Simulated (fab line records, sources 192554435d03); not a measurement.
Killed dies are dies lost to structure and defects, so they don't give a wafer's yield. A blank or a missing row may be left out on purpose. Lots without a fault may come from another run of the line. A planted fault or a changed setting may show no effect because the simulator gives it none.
Chamber matching | flow n5_finfet | N5_BEOL_M0_SAQP_SPACER2_ALD_26 on ald_sin-03: 4 sister chambers
The step deposits SiO2, target thk 15 nm, pulse time 1 s, purge time 2 s. 8 wafers are shown with their chamber, then 7 later ones without.

WAFERS WITH THEIR CHAMBER
wafer  | chamber | heater_power_w (W) | susceptor_temp_C (C)
L074.4 | 0       | 396                | 300.20
L075.5 | 3       | 499                | 299.97
L076.4 | 0       | 388                | 300.08
L080.2 | 1       | 371                | 300.00
L080.5 | 3       | 498                | 299.76
L080.6 | 2       | 445                | 300.14
L082.1 | 2       | 441                | 300.08
L082.3 | 1       | 364                | 299.67

WAFERS WITHOUT THEIR CHAMBER
wafer  | heater_power_w (W) | susceptor_temp_C (C)
L082.5 | 492                | 300.02
L089.1 | 497                | 300.13
L089.2 | 370                | 300.10
L089.4 | 427                | 300.10
L096.1 | 374                | 299.82
L096.3 | 414                | 300.19
L096.4 | 435                | 299.96

WHICH CHAMBER EACH WENT THROUGH
wafer  | from the rows above     | in truth
L082.5 | 3                       | 3
L089.1 | 3                       | 3
L089.2 | 1                       | 1
L089.4 | 2                       | 2
L096.1 | 1                       | 1
L096.3 | can't be placed: 0 or 2 | 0
L096.4 | 2                       | 2
Placed correctly: 6 of 7. Can't be placed from these rows: 1 (the true chamber is among the candidates in 1). Placed wrongly: 0.
How it was worked out, from the rows above alone: a wafer's distance from a chamber is the root of the sum, over the readings, of the square of ((its reading less the chamber's mean) divided by the reading's scatter). The wafer belongs to the nearest chamber; if the next one is less than 2 further off, it can't be placed. A chamber's mean is the mean of its shown wafers. The scatter: the root of (the sum of the squares of (reading less its chamber's mean) over the shown wafers, divided by (wafers less chambers)).
